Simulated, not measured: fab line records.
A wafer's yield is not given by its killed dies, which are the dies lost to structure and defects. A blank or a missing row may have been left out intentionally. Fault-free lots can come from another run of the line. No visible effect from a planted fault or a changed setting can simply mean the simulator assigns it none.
fab line records	flow n5-finfet
record lots=7	wafers=19	last-day=16
route steps=1938 shown BEOL_M11@1541
lots that met no fault: from a run of the same line without faults
start-h: the number of hours between the record's first day and the start of the first shown wafer of the lot	wait-h: hours from the lot's prior step to this one	" repeats the value in the row above	L1.1+2: one row covering several wafers at once	- no value, or no start was given	* or withheld: withheld	< > ~ a bound
route shown NAME@n: a module of which the file shows steps, and the number in the route of the first	usual: mean and standard deviation over wafers with no fault	same: alike in all rows	chamber/n: place in a boat	sites: each site's reading	_std_site: standard deviation of those values	_edge_site: inner sites' mean taken away from outer sites' mean	radius-mm: how far each site lies from the wafer's centre	mask NAME#n: copy n	behind: the last tool/chamber to shape the wafer	hold: why the lot went on hold/how many hours it stayed there/how the hold came to an end	device: names the non-switching transistor (n, p or np)	end of line: the tests these same wafers got at the end of their route	for a step that has no rows: nothing shown but its recipe	killed: count of dies lost to structure and defects at first sort (not the wafer's yield)	map: per-die view of a wafer (x killed, . not killed, _ where there is no die)
set.NAME: the run value of the setting; set.NAME@STEP: its run value at that earlier step	model.NAME: the simulator's own value behind a step, which no gauge read
lots at some steps of the route; a table a step, a row a wafer
services: when a tool's chamber went out of use (start-h, in hours from the record's first day, below 0 if earlier), for how many hours, and the reason
## steps
# step N5_BEOL_M11_COAT_59
# recipe resist=SOC	temp-c=250	time-s=60	spin-rpm=1500	resist-thk-nm=100
# step N5_BEOL_M11_COAT_60
# recipe resist=SiARC	temp-c=220	time-s=60	spin-rpm=1500	resist-thk-nm=30
# step N5_BEOL_M11_COAT_05
# recipe resist=CAR-ArF	spin-rpm=1500	resist-thk-nm=90
# step N5_BEOL_M11_EBR_07
# recipe solvent=PGMEA	ebr-width-mm=1.5
# step N5_BEOL_M11_SOFTBAKE_06
# recipe temp-c=110	time-s=60	resist=CAR-ArF
# step N5_BEOL_M11_EXPOSE_08
# recipe mask-id=M11	na=1.35	source-shape=dipole	sigma-inner=0.411	sigma-outer=0.611	polarization=te	dose-mj=53.75
# step N5_BEOL_M11_PEB_09
# recipe peb-temp-c=withheld	peb-time-s=60	resist=CAR-ArF
# step N5_BEOL_M11_DEVELOP_10
# recipe develop-time-s=30	developer=TMAH	resist=CAR-ArF	rinse-liquid=diw	dry=air-spin	dev-temp-c=23
# step N5_BEOL_M11_CD_MEAS_11
# recipe target-cd-nm=64.1	landing-energy-ev=500	detector=se-inlens	polarity=opening
# usual cd-nm=64.2/0.7
lot.wafer	tool	chamber	start-h	wait-h	cd-nm
L708.2	cd-sem-02	0	225.59	-	64.6
L708.3	"	0	"	"	64.9
L708.5	"	0	"	"	65.6
L711.4	cd-sem-01	0	248.55	-	64.7
L711.5	"	0	"	"	65.5
L711.6	"	0	"	"	65.1
L715.2	cd-sem-03	0	258.59	-	63.5
L715.3	"	0	"	"	63.8
L715.6	"	0	"	"	63.2
L717.2	cd-sem-02	0	281.64	-	63.3
L717.6	"	0	"	"	63.4
L718.1	cd-sem-02	0	295.00	-	65.2
L718.2	"	0	"	"	65.8
L723.2	cd-sem-03	0	322.24	-	64.3
L723.3	"	0	"	"	64.8
L723.6	"	0	"	"	64.4
L725.3	cd-sem-01	0	327.11	-	64.2
L725.4	"	0	"	"	64.1
L725.6	"	0	"	"	63.9
# step N5_BEOL_M11_OVL_MEAS_12
# recipe points-per-wafer=44
# usual M11_OVL=-0.1/0.87
lot.wafer	tool	chamber	start-h	wait-h	M11_OVL[nm]
L708.2	overlay-01	0	225.62	0.0	0.7
L708.3	"	0	"	"	0.1
L708.5	"	0	"	"	1.1
L711.4	overlay-01	0	248.58	0.0	0.9
L711.5	"	0	"	"	0.7
L711.6	"	0	"	"	-0.3
L715.2	overlay-02	0	258.62	0.0	-0.4
L715.3	"	0	"	"	0.3
L715.6	"	0	"	"	0.4
L717.2	overlay-01	0	281.67	0.0	-1.3
L717.6	"	0	"	"	-1.5
L718.1	overlay-01	0	295.03	0.0	-0.1
L718.2	"	0	"	"	-1.0
L723.2	overlay-02	0	322.27	0.0	1.1
L723.3	"	0	"	"	-0.9
L723.6	"	0	"	"	0.4
L725.3	overlay-02	0	327.14	0.0	0.1
L725.4	"	0	"	"	0.8
L725.6	"	0	"	"	0.5
# step N5_BEOL_M11_INSPECT_13
# recipe mode=adi	inspect-instrument=brightfield
# usual raw-defect-count=441/87
lot.wafer	tool	chamber	start-h	wait-h	raw-defect-count
L708.2	defect-inspect-02	-	225.64	0.0	511
L708.3	"	-	"	"	491
L708.5	"	-	"	"	444
L711.4	defect-inspect-01	-	248.61	0.0	461
L711.5	"	-	"	"	325
L711.6	"	-	"	"	495
L715.2	defect-inspect-01	-	258.64	0.0	431
L715.3	"	-	"	"	463
L715.6	"	-	"	"	581
L717.2	defect-inspect-01	-	281.70	0.0	440
L717.6	"	-	"	"	380
L718.1	defect-inspect-01	-	295.05	0.0	429
L718.2	"	-	"	"	644
L723.2	defect-inspect-02	-	322.29	0.0	392
L723.3	"	-	"	"	324
L723.6	"	-	"	"	505
L725.3	defect-inspect-01	-	327.16	0.0	436
L725.4	"	-	"	"	525
L725.6	"	-	"	"	437
# step N5_BEOL_M11_DESCUM_16
# recipe chemistry=O2	time-s=7.9	source-power-w=50	bias-power-w=20	pressure-mtorr=20	rf-frequency-hz=2.712e+07	temp-c=40	resist=CAR-ArF	o2-flow-sccm=225
# usual drypump-motor-current-A=5.9/0.49	oes-product-au=0.77/0.085	rf-vpp-V=243.6/1.3	showerhead-plenum-p-Torr=2.12/0.06	throttle-valve-pct=20.40/0.18
lot.wafer	tool	chamber	start-h	wait-h	drypump-motor-current-A	oes-product-au	rf-hours-counter-h	rf-vpp-V	showerhead-plenum-p-Torr	throttle-valve-pct
L708.2	rie-diel-02	0	226.26	0.6	5.1	0.69	241	242.8	2.16	20.61
L708.3	"	2	"	"	6.4	0.70	220	241.2	2.06	20.58
L708.5	"	0	"	"	5.0	0.70	-	244.6	2.16	20.60
L711.4	rie-diel-03	0	248.88	0.3	6.7	0.74	140	243.6	2.10	20.54
L711.5	"	3	"	"	5.9	0.70	-	244.2	2.17	20.69
L711.6	"	0	"	"	6.7	0.75	-	243.2	2.10	20.56
L715.2	rie-diel-03	1	258.68	0.0	6.1	0.72	192	244.3	2.15	20.41
L715.3	"	3	"	"	5.9	0.70	201	244.1	2.17	20.68
L715.6	"	2	"	"	4.9	0.86	-	242.0	2.03	20.09
L717.2	rie-diel-03	3	281.73	0.0	5.9	0.70	209	244.2	2.17	20.72
L717.6	"	0	"	"	6.7	0.74	-	243.9	2.10	20.56
L718.1	rie-diel-03	1	295.09	0.0	6.0	0.72	206	245.4	2.15	20.44
L718.2	"	0	"	"	6.7	0.73	155	241.5	2.10	20.56
L723.2	rie-diel-02	2	322.32	0.0	6.4	0.68	247	241.1	2.05	20.61
L723.3	"	0	"	"	5.0	0.94	9	244.2	2.15	20.18
L723.6	"	0	"	"	5.1	0.94	-	244.3	2.15	20.18
L725.3	rie-diel-01	0	327.21	0.0	5.8	0.85	-	243.7	2.09	20.30
L725.4	"	3	"	"	6.3	0.71	-	243.5	2.08	20.57
L725.6	"	3	"	"	6.3	0.71	-	241.2	2.08	20.55
# step N5_BEOL_M11_ETCH_61
# recipe chemistry=CF4	target=SiARC	target-depth-a=390	mask-material=CAR-ArF	time-s=65	ion-energy-ev=80	pressure-mtorr=40	source-w=545	bias-w=36	Ar_flow_sccm=100	cf4-flow-sccm=100	ends=cleared
# usual drypump-motor-current-A=5.9/0.49	etch-rf-on-time-s=65.1/1.3	oes-product-au=0.66/0.075	rf-vpp-V=184.4/0.97	showerhead-plenum-p-Torr=2.17/0.056	throttle-valve-pct=15.60/0.2
lot.wafer	tool	chamber	start-h	wait-h	drypump-motor-current-A	etch-rf-on-time-s	oes-product-au	rf-hours-counter-h	rf-vpp-V	showerhead-plenum-p-Torr	throttle-valve-pct
L708.2	rie-diel-02	0	226.29	0.0	5.1	65.2	0.59	241	184.3	2.19	15.72
L708.3	"	2	"	"	6.4	66.9	0.60	220	186.3	2.11	15.75
L708.5	"	0	"	"	5.0	65.1	0.59	-	184.5	2.19	15.73
L711.4	rie-diel-03	0	248.92	0.0	6.7	66.7	0.63	140	183.8	2.16	15.69
L711.5	"	3	"	"	5.9	65.4	0.60	-	184.6	2.20	15.79
L711.6	"	0	"	"	6.7	66.6	0.63	-	183.9	2.16	15.69
L715.2	rie-diel-03	1	258.71	0.0	6.1	80.9	0.55	192	185.4	2.23	15.84
L715.3	"	3	"	"	5.9	65.8	0.59	201	185.4	2.20	15.77
L715.6	"	2	"	"	4.8	66.2	0.72	-	183.1	2.11	15.44
L717.2	rie-diel-03	3	281.77	0.0	5.9	79.8	0.53	209	187.1	2.19	15.81
L717.6	"	0	"	"	6.7	66.0	0.63	-	185.9	2.16	15.72
L718.1	rie-diel-03	1	295.12	0.0	6.0	80.6	0.54	206	184.3	2.23	15.89
L718.2	"	0	"	"	6.8	81.1	0.56	155	183.6	2.16	15.72
L723.2	rie-diel-02	2	322.36	0.0	6.4	66.2	0.59	247	184.1	2.10	15.81
L723.3	"	0	"	"	5.1	64.2	0.81	9	184.1	2.19	15.24
L723.6	"	0	"	"	5.1	64.0	0.82	-	185.2	2.19	15.23
L725.3	rie-diel-01	0	327.27	0.0	5.8	62.3	0.73	-	183.6	2.17	15.67
L725.4	"	3	"	"	6.3	65.0	0.60	-	183.0	2.12	15.78
L725.6	"	3	"	"	6.3	65.0	0.60	-	184.1	2.12	15.79
# step N5_BEOL_M11_ETCH_62
# recipe chemistry=N2/H2	target=SOC	target-depth-a=1100	overetch-a=220	mask-material=SiARC	temp-c=40	time-s=165	ion-energy-ev=200	pressure-mtorr=30	source-w=840	bias-w=150	n2-flow-sccm=200	h2-flow-sccm=200
# usual drypump-motor-current-A=5.9/0.49	oes-product-au=0.66/0.07	rf-vpp-V=524.9/2	showerhead-plenum-p-Torr=2.58/0.068	throttle-valve-pct=17.79/0.22
lot.wafer	tool	chamber	start-h	wait-h	drypump-motor-current-A	oes-product-au	rf-hours-counter-h	rf-vpp-V	showerhead-plenum-p-Torr	throttle-valve-pct
L708.2	rie-diel-02	0	226.34	0.0	5.1	0.58	241	525.3	2.59	17.89
L708.3	"	2	"	"	6.5	0.60	220	522.2	2.54	18.19
L708.5	"	0	"	"	5.1	0.58	-	526.8	2.59	17.87
L711.4	rie-diel-03	0	248.97	0.0	6.8	0.63	140	522.8	2.55	18.04
L711.5	"	3	"	"	5.9	0.60	-	525.7	2.63	18.07
L711.6	"	0	"	"	6.7	0.64	-	524.0	2.55	18.03
L715.2	rie-diel-03	1	258.76	0.0	6.1	0.61	192	525.3	2.64	17.90
L715.3	"	3	"	"	6.0	0.59	201	525.9	2.63	18.08
L715.6	"	2	"	"	4.8	0.72	-	521.8	2.48	17.54
L717.2	rie-diel-03	3	281.82	0.0	5.9	0.59	209	527.4	2.63	18.08
L717.6	"	0	"	"	6.8	0.63	-	524.6	2.55	18.04
L718.1	rie-diel-03	1	295.17	0.0	6.1	0.61	206	526.2	2.63	17.95
L718.2	"	0	"	"	6.7	0.63	155	524.0	2.55	18.06
L723.2	rie-diel-02	2	322.41	0.0	6.5	0.59	247	522.4	2.53	18.25
L723.3	"	0	"	"	5.0	0.79	9	525.1	2.58	17.43
L723.6	"	0	"	"	5.1	0.79	-	526.1	2.58	17.42
L725.3	rie-diel-01	0	327.39	0.1	5.8	0.70	-	525.7	2.56	17.80
L725.4	"	3	"	"	6.3	0.59	-	523.4	2.50	17.88
L725.6	"	3	"	"	6.3	0.59	-	521.8	2.50	17.89
## services
tool	chamber	start-h	hours	kind
rie-diel-03	-	236.51	0.3	repair
rie-diel-02	2	244.08	21.0	repair
rie-diel-03	0	253.64	2.0	repair
rie-diel-02	0	254.95	14.4	repair
rie-diel-02	3	282.57	1.5	repair
rie-diel-03	3	285.32	6.0	repair
rie-diel-01	-	290.73	2.8	pm
rie-diel-01	2	293.58	40.7	repair
rie-diel-02	2	324.02	3.9	repair
rie-diel-01	1	326.23	2.7	repair
## key
first-sign step=N5_BEOL_M11_ETCH_61	reading=etch-rf-on-time-s	direction=up	sigmas=12	usual=*	struck=*
effect none on later readings
met-at N5_BEOL_M11_ETCH_61
struck-wafers L715.2,L717.2,L718.1,L718.2
onset-between 248.92 258.71
fault kind=process-parameter-drift	tool=rie-diel-03	chamber=-	onset-h=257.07	steps=N5_BEOL_M11_ETCH_61	channel=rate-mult	offset=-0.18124	shape=step	end-h=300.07	scope=struck-wafers-only
